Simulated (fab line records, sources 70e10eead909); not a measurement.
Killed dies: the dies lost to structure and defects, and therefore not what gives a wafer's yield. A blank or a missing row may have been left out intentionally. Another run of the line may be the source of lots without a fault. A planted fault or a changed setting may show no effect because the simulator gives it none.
fab line records ; flow nandHarc
[record] lots = 6; wafers = 18; lastDay = 24
route steps=1159 shown A_CONTACT@864 END@1159
lots untouched by any fault: they come from a run of this same line in which no faults occurred
startH: hours from the record's first day to the start of the lot's first wafer shown ; waitH: time in hours since the lot's previous step ; " repeats the value in the row above ; L1.1+2: a row that stands for several wafers ; - no value, or no start given ; * or withheld: withheld ; < > ~ a bound
route shown NAME@n: NAME is a module with steps in the file, n the number in the route of the first one ; usual: mean/standard deviation of fault-free wafers ; same: alike in all rows ; chamber/n: place in a boat ; sites: per-site readings ; _std_site: how widely they spread, as a standard deviation ; _edge_site: outer sites' mean less inner sites' ; radiusMm: for every site, how far away it sits from the centre of the wafer ; mask NAME#n: copy n ; behind: tool/chamber where the wafer was last shaped ; hold: reason for holding the lot/hours on hold/outcome of the hold ; device: whichever transistor did not switch (one of n, p or np) ; end of line: tests run on the same wafers once the route is complete ; step lacking rows: just its recipe ; killed: at the first sort, the dies lost to defects and structure; wafer yield is something else ; map: per-die view of a wafer (x killed, . not killed, _ where there is no die)
set.NAME: the setting that was run; set.NAME@STEP: the one run at that earlier step ; model.NAME: the simulator's own value behind a step, which no gauge read
lots seen at some steps along the route; tables by step, rows by wafer
services: from which hour (startH, from the record's first day; less than 0 if before it) a tool's chamber was out of use, for how many hours, and why
[[steps]]
[step NHARC_A_CONTACT_ETCH_113]
[recipe] sourceW = withheld; pressureMtorr = 20; biasV = 3000; timeS = 94; targetDepthA = 9220; arFlowSccm = withheld; c4f8FlowSccm = withheld; o2FlowSccm = withheld; chemistry = C4F8/O2/Ar
[step NHARC_A_CONTACT_ETCH_114]
[recipe] sourceW = withheld; pressureMtorr = 20; biasV = 3000; timeS = 94; targetDepthA = 9220; arFlowSccm = withheld; c4f8FlowSccm = withheld; o2FlowSccm = withheld; chemistry = C4F8/O2/Ar
lot.wafer;tool;chamber;startH;waitH;rfHoursCounterH
L321.2;harCapEtch-02;0;386.80;0.1;12
L321.3;harCapEtch-02;0;386.80;0.1;-
L321.5;harCapEtch-02;1;386.80;0.1;-
L323.2;harCapEtch-03;1;411.71;0.1;88
L323.3;harCapEtch-03;0;411.71;0.1;-
L323.6;harCapEtch-03;0;411.71;0.1;-
L327.1;harCapEtch-03;1;428.31;0.1;92
L327.2;harCapEtch-03;0;428.31;0.1;92
L327.6;harCapEtch-03;1;428.31;0.1;-
L329.1;harCapEtch-02;0;434.12;0.1;20
L329.4;harCapEtch-02;0;434.12;0.1;-
L329.6;harCapEtch-02;0;434.12;0.1;-
L326.1;harCapEtch-03;0;438.50;0.1;94
L326.2;harCapEtch-03;1;438.50;0.1;94
L326.3;harCapEtch-03;1;438.50;0.1;-
L339.2;harCapEtch-01;0;507.67;0.1;80
L339.3;harCapEtch-01;1;507.67;0.1;-
L339.5;harCapEtch-01;0;507.67;0.1;-
[step NHARC_A_CONTACT_ETCH_115]
[recipe] sourceW = withheld; pressureMtorr = 20; biasV = 3000; timeS = 94; targetDepthA = 9220; arFlowSccm = withheld; c4f8FlowSccm = withheld; o2FlowSccm = withheld; chemistry = C4F8/O2/Ar
[step NHARC_A_CONTACT_ETCH_116]
[recipe] sourceW = withheld; pressureMtorr = 20; biasV = 3000; timeS = 94; targetDepthA = 9220; arFlowSccm = withheld; c4f8FlowSccm = withheld; o2FlowSccm = withheld; chemistry = C4F8/O2/Ar
lot.wafer;tool;chamber;startH;waitH;rfHoursCounterH
L321.2;harCapEtch-02;0;387.02;0.1;12
L321.3;harCapEtch-02;0;387.02;0.1;-
L321.5;harCapEtch-02;1;387.02;0.1;-
L323.2;harCapEtch-03;1;411.89;0.1;88
L323.3;harCapEtch-03;0;411.89;0.1;-
L323.6;harCapEtch-03;0;411.89;0.1;-
L327.1;harCapEtch-03;1;428.49;0.1;92
L327.2;harCapEtch-03;0;428.49;0.1;92
L327.6;harCapEtch-03;1;428.49;0.1;-
L329.1;harCapEtch-02;0;434.30;0.1;21
L329.4;harCapEtch-02;0;434.30;0.1;-
L329.6;harCapEtch-02;0;434.30;0.1;-
L326.1;harCapEtch-03;0;438.68;0.1;94
L326.2;harCapEtch-03;1;438.68;0.1;94
L326.3;harCapEtch-03;1;438.68;0.1;-
L339.2;harCapEtch-01;0;507.85;0.1;80
L339.3;harCapEtch-01;1;507.85;0.1;-
L339.5;harCapEtch-01;0;507.85;0.1;-
[step NHARC_A_CONTACT_ETCH_117]
[recipe] sourceW = withheld; pressureMtorr = 20; biasV = 3000; timeS = 94; targetDepthA = 9220; arFlowSccm = withheld; c4f8FlowSccm = withheld; o2FlowSccm = withheld; chemistry = C4F8/O2/Ar
[step NHARC_A_CONTACT_ETCH_118]
[recipe] sourceW = withheld; pressureMtorr = 20; biasV = 3000; timeS = 94; targetDepthA = 9220; arFlowSccm = withheld; c4f8FlowSccm = withheld; o2FlowSccm = withheld; chemistry = C4F8/O2/Ar
[step NHARC_A_CONTACT_ETCH_119]
[recipe] sourceW = withheld; pressureMtorr = 20; biasV = 3000; timeS = 94; targetDepthA = 9220; arFlowSccm = withheld; c4f8FlowSccm = withheld; o2FlowSccm = withheld; chemistry = C4F8/O2/Ar
lot.wafer;tool;chamber;startH;waitH;rfHoursCounterH
L321.2;harCapEtch-02;0;387.38;0.1;13
L321.3;harCapEtch-02;0;387.38;0.1;-
L321.5;harCapEtch-02;1;387.38;0.1;-
L323.2;harCapEtch-03;1;412.16;0.1;88
L323.3;harCapEtch-03;0;412.16;0.1;-
L323.6;harCapEtch-03;0;412.16;0.1;-
L327.1;harCapEtch-03;1;428.76;0.1;92
L327.2;harCapEtch-03;0;428.76;0.1;92
L327.6;harCapEtch-03;1;428.76;0.1;-
L329.1;harCapEtch-02;0;434.57;0.1;21
L329.4;harCapEtch-02;0;434.57;0.1;-
L329.6;harCapEtch-02;0;434.57;0.1;-
L326.1;harCapEtch-03;0;438.96;0.1;94
L326.2;harCapEtch-03;1;438.96;0.1;94
L326.3;harCapEtch-03;1;438.96;0.1;-
L339.2;harCapEtch-01;0;508.12;0.1;80
L339.3;harCapEtch-01;1;508.12;0.1;-
L339.5;harCapEtch-01;0;508.12;0.1;-
[step NHARC_A_CONTACT_ETCH_120]
[recipe] sourceW = withheld; pressureMtorr = 20; biasV = 3000; timeS = 94; targetDepthA = 9220; arFlowSccm = withheld; c4f8FlowSccm = withheld; o2FlowSccm = withheld; chemistry = C4F8/O2/Ar
[step NHARC_A_CONTACT_ETCH_121]
[recipe] sourceW = withheld; pressureMtorr = 20; biasV = 3000; timeS = 94; targetDepthA = 9220; arFlowSccm = withheld; c4f8FlowSccm = withheld; o2FlowSccm = withheld; chemistry = C4F8/O2/Ar
lot.wafer;tool;chamber;startH;waitH;rfHoursCounterH
L321.2;harCapEtch-02;0;387.62;0.1;13
L321.3;harCapEtch-02;0;387.62;0.1;-
L321.5;harCapEtch-02;1;387.62;0.1;-
L323.2;harCapEtch-03;1;412.35;0.1;88
L323.3;harCapEtch-03;0;412.35;0.1;-
L323.6;harCapEtch-03;0;412.35;0.1;-
L327.1;harCapEtch-03;1;428.95;0.1;92
L327.2;harCapEtch-03;0;428.95;0.1;92
L327.6;harCapEtch-03;1;428.95;0.1;-
L329.1;harCapEtch-02;0;434.76;0.1;21
L329.4;harCapEtch-02;0;434.76;0.1;-
L329.6;harCapEtch-02;0;434.76;0.1;-
L326.1;harCapEtch-03;0;439.14;0.1;95
L326.2;harCapEtch-03;1;439.14;0.1;95
L326.3;harCapEtch-03;1;439.14;0.1;-
L339.2;harCapEtch-01;0;508.30;0.1;80
L339.3;harCapEtch-01;1;508.30;0.1;-
L339.5;harCapEtch-01;0;508.30;0.1;-
[step NHARC_A_CONTACT_ETCH_122]
[recipe] sourceW = withheld; pressureMtorr = 20; biasV = 3000; timeS = 95; targetDepthA = 9300; arFlowSccm = withheld; c4f8FlowSccm = withheld; o2FlowSccm = withheld; chemistry = C4F8/O2/Ar
[step NHARC_A_CONTACT_ETCH_123]
[recipe] sourceW = withheld; pressureMtorr = 20; biasV = 400; timeS = 253; targetDepthA = 10900; arFlowSccm = withheld; c4f8FlowSccm = 11.5; o2FlowSccm = 7.2; chemistry = C4F8/O2/Ar
[step NHARC_A_CONTACT_ETCH_90]
[recipe] targetDepthA = 400; overEtchFrac = 0.5; timeS = 85.7; ionEnergyEv = 120; ch3fFlowSccm = 50; o2FlowSccm = 30; arFlowSccm = 200; rfW = 500; biasW = 100; chemistry = CH3F/O2
[step NHARC_A_CONTACT_ETCH_96]
[recipe] targetDepthA = 200; overEtchFrac = 0.5; timeS = 10; ionEnergyEv = 250; c4f6FlowSccm = 25; o2FlowSccm = 20; arFlowSccm = 500; rfW = 600; biasW = 500; chemistry = C4F6/O2
[usual] biasW = 500.1/1.4; drypumpMotorCurrentA = 5.6/0.51; o2FlowSccm = 20.00/0.061; oesProductAu = 0.979/0.026; rfVppV = 546.0/2.8; showerheadPlenumPTorr = 3.88/0.13; throttleValvePct = 26.904/0.0095
lot.wafer;tool;chamber;startH;waitH;biasW;drypumpMotorCurrentA;o2FlowSccm;oesProductAu;rfHoursCounterH;rfVppV;showerheadPlenumPTorr;throttleValvePct
L321.3;rieDiel-10;0;388.71;-;500.2;5.3;19.86;1.002;7;549.1;4.02;26.912
L321.2;rieDiel-10;2;388.71;-;501.1;5.4;20.10;0.986;5;541.9;3.66;26.903
L321.5;rieDiel-10;3;388.71;-;502.8;5.5;20.04;0.984;-;541.3;3.72;26.904
L323.3;rieDiel-10;0;413.27;-;500.5;5.3;19.96;1.013;10;547.7;4.02;26.901
L323.2;rieDiel-10;1;413.27;-;499.8;6.8;20.03;1.014;10;544.6;3.84;26.904
L323.6;rieDiel-10;1;413.27;-;498.0;6.7;20.03;1.014;-;546.3;3.84;26.897
L327.1;rieDiel-12;0;429.87;-;499.7;5.6;20.04;0.994;16;547.7;3.98;26.913
L327.2;rieDiel-12;1;429.87;-;501.9;5.9;20.01;1.012;17;543.9;3.76;26.902
L327.6;rieDiel-12;1;429.87;-;502.6;5.9;19.93;1.016;-;543.3;3.76;26.893
L329.4;rieDiel-10;2;436.14;-;500.2;5.3;20.01;0.942;14;542.1;3.66;26.904
L329.1;rieDiel-10;0;436.14;-;499.8;5.3;19.96;0.936;13;549.6;4.02;26.884
L329.6;rieDiel-10;3;436.14;-;498.3;5.5;20.02;0.918;-;543.4;3.72;26.913
L326.2;rieDiel-10;3;440.06;-;500.3;5.5;20.07;0.933;15;541.8;3.72;26.903
L326.1;rieDiel-10;1;440.06;-;500.3;6.8;19.98;0.960;16;545.7;3.83;26.912
L326.3;rieDiel-10;2;440.06;-;501.9;5.4;20.06;0.955;15;541.6;3.66;26.900
L339.2;rieDiel-03;2;509.28;-;498.8;5.2;20.05;0.970;40;548.2;3.99;26.908
L339.3;rieDiel-03;3;509.28;-;499.3;6.1;20.00;0.980;38;544.7;3.84;26.899
L339.5;rieDiel-03;3;509.28;-;499.3;6.1;19.98;0.979;-;544.2;3.84;26.910
[step NHARC_A_CONTACT_CD_MEAS_53]
[usual] cdNm = 189.6/0.89
lot.wafer;tool;chamber;startH;waitH;cdNm
L321.2;cdSem-02;-;388.80;-;189.4
L321.3;cdSem-02;-;388.80;-;189.4
L321.5;cdSem-02;-;388.80;-;188.6
L323.2;cdSem-02;-;413.35;-;189.8
L323.3;cdSem-02;-;413.35;-;191.0
L323.6;cdSem-02;-;413.35;-;190.8
L327.1;cdSem-03;-;429.95;-;190.0
L327.2;cdSem-03;-;429.95;-;188.3
L327.6;cdSem-03;-;429.95;-;188.5
L329.1;cdSem-03;-;436.23;-;188.0
L329.4;cdSem-03;-;436.23;-;188.4
L329.6;cdSem-03;-;436.23;-;187.8
L326.1;cdSem-02;-;440.14;-;189.4
L326.2;cdSem-02;-;440.14;-;187.7
L326.3;cdSem-02;-;440.14;-;187.5
L339.2;cdSem-02;-;509.36;-;189.2
L339.3;cdSem-02;-;509.36;-;190.0
L339.5;cdSem-02;-;509.36;-;189.7
[step NHARC_A_CONTACT_STRIP_99]
[recipe] n2FlowSccm = 150; h2FlowSccm = 150; arFlowSccm = 0; biasW = 0; chemistry = N2/H2
[step NHARC_A_CONTACT_STRIP_100]
[recipe] cf4FlowSccm = 100; chf3FlowSccm = 30; arFlowSccm = 0; biasW = 0; chemistry = CF4/CHF3
[step NHARC_A_CONTACT_STRIP_101]
[recipe] o2FlowSccm = 400; cosFlowSccm = 20; arFlowSccm = 0; biasW = 0; chemistry = O2/COS
[step NHARC_A_CONTACT_ETCH_102]
[recipe] targetDepthA = 700; overetchA = 70; timeS = 38.5; ionEnergyEv = 100; cf4FlowSccm = 80; o2FlowSccm = 20; arFlowSccm = 0; rfW = 300; biasW = 100; chemistry = CF4/O2
[step NHARC_A_CONTACT_STRIP_55]
[recipe] o2FlowSccm = 500; arFlowSccm = 0; biasW = 0; chemistry = O2
[step NHARC_A_CONTACT_STRIP_56]
[recipe] timeS = 600; tempC = 30; chemistry = postEtchResidueRemover
[step NHARC_A_CONTACT_DEP_57]
[recipe] targetThkA = 28000; tempC = 400; material = aC
[usual] susceptorTempC = 400.00/0.2; throttleValvePct = 34.998/0.0089
lot.wafer;tool;chamber;startH;waitH;susceptorTempC;throttleValvePct
L321.2;aclDep-02;0;390.13;-;399.96;34.996
L321.3;aclDep-02;0;390.13;-;399.88;35.004
L321.5;aclDep-02;0;390.13;-;399.99;35.009
L323.2;aclDep-01;0;414.59;-;400.41;35.006
L323.3;aclDep-01;0;414.59;-;400.46;35.002
L323.6;aclDep-01;0;414.59;-;400.18;34.996
L327.1;aclDep-03;0;433.41;-;-;35.008
L327.2;aclDep-03;0;433.41;-;-;34.989
L327.6;aclDep-03;0;434.83;-;-;34.993
L329.1;aclDep-01;0;438.06;-;399.94;34.996
L329.4;aclDep-01;0;438.06;-;400.15;34.995
L329.6;aclDep-01;0;438.06;-;399.89;34.992
L326.1;aclDep-03;0;441.08;-;399.60;34.995
L326.2;aclDep-03;0;441.08;-;399.89;34.993
L326.3;aclDep-03;0;441.08;-;399.73;34.994
L339.2;aclDep-03;0;510.67;-;-;34.994
L339.3;aclDep-03;0;510.67;-;-;34.985
L339.5;aclDep-03;0;510.67;-;-;34.995
[step NHARC_A_CONTACT_DEP_58]
[recipe] targetThkA = 600; targetThkNm = 60; tempC = 400; pressureTorr = 3.5; flowSccm = 200; rfW = 350; material = SiON
[step NHARC_A_CONTACT_DEHYDRATE_59]
[recipe] tempC = 150; timeS = 120
[step NHARC_A_CONTACT_HMDS_60]
[recipe] timeS = 30
[step NHARC_A_CONTACT_COAT_61]
[recipe] tempC = 260; timeS = 75
[step NHARC_A_CONTACT_COAT_62]
[recipe] tempC = 225; timeS = 65
[step NHARC_A_CONTACT_COAT_63]
[recipe] spinRpm = 1500; resistThkNm = 90
[step NHARC_A_CONTACT_SOFTBAKE_64]
[recipe] tempC = 105; timeS = 55
[step NHARC_A_CONTACT_EBR_65]
[step NHARC_A_CONTACT_EXPOSE_66]
[recipe] na = 1.35; sigmaOuter = 0.8; doseMj = 59.02; maskId = A_CC_2
[step NHARC_A_CONTACT_PEB_67]
[recipe] pebTempC = 100; pebTimeS = 65
[step NHARC_A_CONTACT_DEVELOP_68]
[recipe] developTimeS = 35; devTempC = 23
[step NHARC_A_CONTACT_CD_MEAS_69]
[recipe] targetCdNm = 200; landingEnergyEv = 500
[usual] cdNm = 200.0/0.58
lot.wafer;tool;chamber;startH;waitH;cdNm
L321.2;cdSem-03;0;392.19;-;199.9
L321.3;cdSem-03;0;392.19;-;200.2
L321.5;cdSem-03;0;392.19;-;200.4
L323.2;cdSem-03;0;416.76;-;200.3
L323.3;cdSem-03;0;416.76;-;200.7
L323.6;cdSem-03;0;416.76;-;200.0
L327.1;cdSem-02;0;435.86;-;199.9
L327.2;cdSem-02;0;435.86;-;199.5
L327.6;cdSem-02;0;435.86;-;199.5
L329.1;cdSem-02;0;440.43;-;201.0
L329.4;cdSem-02;0;440.43;-;201.5
L329.6;cdSem-02;0;440.43;-;200.2
L326.1;cdSem-03;0;443.42;-;199.4
L326.2;cdSem-03;0;443.42;-;199.9
L326.3;cdSem-03;0;443.42;-;200.2
L339.2;cdSem-02;0;512.83;-;200.1
L339.3;cdSem-02;0;512.83;-;199.8
L339.5;cdSem-02;0;512.83;-;199.7
[step NHARC_A_CONTACT_OVL_MEAS_70]
[usual] overlayXNm = 0.3/1; overlayYNm = -0.1/1
lot.wafer;tool;chamber;startH;waitH;overlayXNm;overlayYNm
L321.2;overlay-02;-;392.28;-;-1.4;0.1
L321.3;overlay-02;-;392.28;-;-1.1;0.2
L321.5;overlay-02;-;392.28;-;-1.2;0.8
L323.2;overlay-02;-;416.85;-;2.0;-0.4
L323.3;overlay-02;-;416.85;-;1.6;-0.3
L323.6;overlay-02;-;416.85;-;1.7;-0.2
L327.1;overlay-02;-;435.95;-;0.2;-0.2
L327.2;overlay-02;-;435.95;-;-0.3;-0.1
L327.6;overlay-02;-;435.95;-;0.0;0.0
L329.1;overlay-02;-;440.52;-;0.6;-0.4
L329.4;overlay-02;-;440.52;-;0.2;-0.8
L329.6;overlay-02;-;440.52;-;0.6;-0.4
L326.1;overlay-02;-;443.51;-;-1.2;-0.3
L326.2;overlay-02;-;443.51;-;-1.4;-0.8
L326.3;overlay-02;-;443.51;-;-1.0;-0.8
L339.2;overlay-01;-;512.92;-;0.7;-0.2
L339.3;overlay-01;-;512.92;-;0.1;0.1
L339.5;overlay-01;-;512.92;-;0.3;-0.1
[step NHARC_A_CONTACT_DESCUM_74]
[recipe] timeS = 3; o2FlowSccm = 200; arFlowSccm = 0; biasPowerW = 0; chemistry = O2
[step NHARC_A_CONTACT_ETCH_75]
[recipe] targetDepthA = 390; overEtchFrac = 0.3; timeS = 65; ionEnergyEv = 80; cf4FlowSccm = 150; arFlowSccm = 0; rfW = 300; biasW = 100; chemistry = CF4
[step NHARC_A_CONTACT_ETCH_76]
[recipe] targetDepthA = 2600; overEtchFrac = 0.3; timeS = 475.3; ionEnergyEv = 200; n2FlowSccm = 150; h2FlowSccm = 150; arFlowSccm = 0; rfW = 400; biasW = 150; chemistry = N2/H2
[step NHARC_A_CONTACT_ETCH_77]
[recipe] targetDepthA = 726; timeS = 36.3; cf4FlowSccm = 100; chf3FlowSccm = 30; arFlowSccm = 0; rfW = 500; biasW = 200; chemistry = CF4/CHF3
[step NHARC_A_CONTACT_ETCH_78]
[recipe] targetDepthA = 28000; overEtchFrac = 0.3; timeS = 728; ionEnergyEv = 150; o2FlowSccm = 400; cosFlowSccm = 20; arFlowSccm = 0; rfW = 500; biasW = 300; chemistry = O2/COS
[step NHARC_A_CONTACT_ETCH_124]
[recipe] sourceW = withheld; pressureMtorr = 20; biasV = withheld; timeS = 140; targetDepthA = 7000; arFlowSccm = withheld; c4f8FlowSccm = withheld; o2FlowSccm = withheld; chemistry = C4F8/O2/Ar
[step NHARC_A_CONTACT_ETCH_125]
[recipe] sourceW = withheld; pressureMtorr = 20; biasV = 1200; timeS = 155; targetDepthA = 9560; arFlowSccm = withheld; c4f8FlowSccm = withheld; o2FlowSccm = withheld; chemistry = C4F8/O2/Ar
[step NHARC_END_SORT_01]
[recipe] tempC = 25
[usual] killedAtArray = 28/11; killedAtOther = 0.5/0.87; killedAtPeriphery = 2.9/2.2; killedDies = 32/11; killedOpen = 3.2/1.9; killedShort = 1.8/1.4
[same] grossDies = 677
lot.wafer;tool;chamber;startH;waitH;killedAtArray;killedAtOther;killedAtPeriphery;killedDies;killedOpen;killedShort
L329.1;prober-02;0;506.85;2.5;70;1;3;74;3;2
L329.4;prober-02;0;509.24;3.4;58;0;1;59;3;1
L329.6;prober-02;0;510.83;4.0;73;0;6;79;4;1
L326.1;prober-01;0;508.53;2.5;82;0;9;91;5;3
L326.2;prober-01;0;509.32;2.8;93;0;3;96;2;4
L326.3;prober-01;0;510.10;3.1;70;0;5;75;3;2
// killed by level:class
L329.1 A_CONTACT:unspecified=59 A_CHANNEL_HOLE_D1:chamberFilmFlake=4 A_STAIRCASE:chamberFilmFlake=2 P_GATE:geometricParticle:short=1 P_GATE:geometricParticle:open=1 A_CHANNEL_FILL_D1:geometricParticle:open=1 A_WL_FILL:geometricParticle:short=1 A_WL_FILL:geometricParticle:open=1
L326.1 A_CONTACT:unspecified=54 A_SLIT:chamberFilmFlake=13 P_M2:chamberFilmFlake=6 A_CHANNEL_HOLE_D1:chamberFilmFlake=3 A_CONTACT:chamberFilmFlake=3 A_STAIRCASE:chamberFilmFlake=2 A_M1:chamberFilmFlake=2 P_GATE:geometricParticle:open=1
L329.4 A_CONTACT:unspecified=42 A_CHANNEL_HOLE_D1:chamberFilmFlake=5 A_STAIRCASE:chamberFilmFlake=4 A_CONTACT:chamberFilmFlake=2 A_CHANNEL_FILL_D1:geometricParticle:open=1 A_CONTACT:geometricParticle:short=1 A_CONTACT:geometricParticle:open=1 A_M0:geometricParticle:open=1
L326.2 A_CONTACT:unspecified=59 A_SLIT:chamberFilmFlake=12 A_CHANNEL_HOLE_D1:chamberFilmFlake=5 A_STAIRCASE:chamberFilmFlake=5 A_CONTACT:chamberFilmFlake=4 A_ONON_D1:geometricParticle:short=3 A_M1:chamberFilmFlake=3 P_M0:geometricParticle:open=1
L326.3 A_CONTACT:unspecified=45 A_SLIT:chamberFilmFlake=12 A_CHANNEL_HOLE_D1:chamberFilmFlake=4 A_STAIRCASE:chamberFilmFlake=3 P_STI:chamberFilmFlake=2 P_CONTACT:geometricParticle:open=1 P_M0:geometricParticle:open=1 A_WL_FILL:geometricParticle:short=1
L329.6 A_CONTACT:unspecified=57 A_STAIRCASE:chamberFilmFlake=7 A_CHANNEL_HOLE_D1:chamberFilmFlake=4 P_ZERO_WELL:chamberFilmFlake=3 A_WL_FILL:chamberFilmFlake=2 P_GATE:geometricParticle:short=1 P_CONTACT:geometricParticle:open=1 P_M1:geometricParticle:open=1
// map L326.2 (x killed, . not)
____________x____________
_________......._________
_______..........._______
______.............______
_____..............._____
____.................____
____.................____
___...........xx......___
___...................___
__.....................__
__........x............__
_..........x.....x......_
_....x.....x............_
_x......................_
_......................._
_.x...................x._
x.x.....................x
x.........x........x.....
..xx................x....
.xx..................x...
x..x.....................
_.x........x........x..._
_..........x.x.........._
_.x..x............x...x._
_..........x.....x......_
_.........x.....xxxxx..x_
__..............xxxxxx.__
__.........x....xxxxxxx__
___.x..........xxxxxxx___
___............xxxxxxx___
____...........xxxxxx____
____......x...x.xxxxx____
_____..........xxxxx_____
______..........xxx______
_______........xxx_______
_________......._________
____________.____________
// map L329.6 (x killed, . not)
____________.____________
_________......._________
_______..........._______
______.............______
_____..............._____
____...x........xx...____
____x.x..............____
___......x............___
___.....x.............___
__.....................__
__.....................__
_................x.x...._
_......................._
_.....x.......x........._
_......................._
_....xx................._
............x............
.........................
..x......................
.........................
..........x..............
_......................._
_..........x....x......._
_...............x..x...._
_...............x......._
_............xx.xxxxx..._
__..............xxxx..x__
__.............xxxxxx..__
___...........xxxxxxxx___
___..x.........xxxxxxx___
____...........xxxxxx____
____...........xxxxxx____
_____..........xxxxx_____
______........xxx.x______
_______........x.x_______
_________......x_________
____________.____________
[[services]]
tool;chamber;startH;hours;kind
rieDiel-12;-;379.86;9.0;pm
rieDiel-10;0;387.14;-;clean
rieDiel-10;1;387.14;-;clean
rieDiel-10;2;387.14;-;clean
rieDiel-10;3;387.14;-;clean
rieDiel-03;-;392.39;9.0;pm
aclDep-03;-;406.13;13.0;pm
rieDiel-10;0;411.64;-;clean
rieDiel-10;1;411.64;-;clean
rieDiel-10;2;411.64;-;clean
rieDiel-10;3;411.64;-;clean
rieDiel-10;0;425.60;8.0;repair
rieDiel-10;0;436.14;-;clean
rieDiel-10;1;436.14;-;clean
rieDiel-10;2;436.14;-;clean
rieDiel-10;3;436.14;-;clean
rieDiel-10;0;460.64;-;clean
rieDiel-10;1;460.64;-;clean
rieDiel-10;2;460.64;-;clean
rieDiel-03;-;473.82;0.5;repair
aclDep-01;-;474.26;13.0;pm
rieDiel-10;2;474.83;1.8;repair
rieDiel-12;3;484.72;6.2;repair
rieDiel-10;1;490.87;4.7;repair
[[key]]
[firstSign] step = NHARC_END_SORT_01; reading = killedDies; direction = up; sigmas = 4.3; usual = 32; struck = 79
[effect] step = NHARC_END_SORT_01; reading = killedAtArray; direction = up; sigmas = 4.2; usual = 28; struck = 74
[moreKillsBornAt] NHARC_A_CONTACT_ETCH_96@rieDiel-10 = 316
metAt NHARC_A_CONTACT_ETCH_96
struckWafers L326.1,L326.2,L326.3,L329.1,L329.4,L329.6
testerLeftOut L326,L329
onsetBetween 413.27 436.14
[fault] kind = chamberParticleSource; tool = rieDiel-10; chamber = -; onsetH = 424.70; steps = NHARC_A_CONTACT_ETCH_96; ratePerVisitCm2 = 0.52528; endH = 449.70
// testerLeftOut: of these lots the tester's yield and bins aren't shown, on N5 and GAA mostly nor the transistor test; their killed dies are dies lost to structure and defects alone, not to doping, threshold or leakage, so they don't give the yield
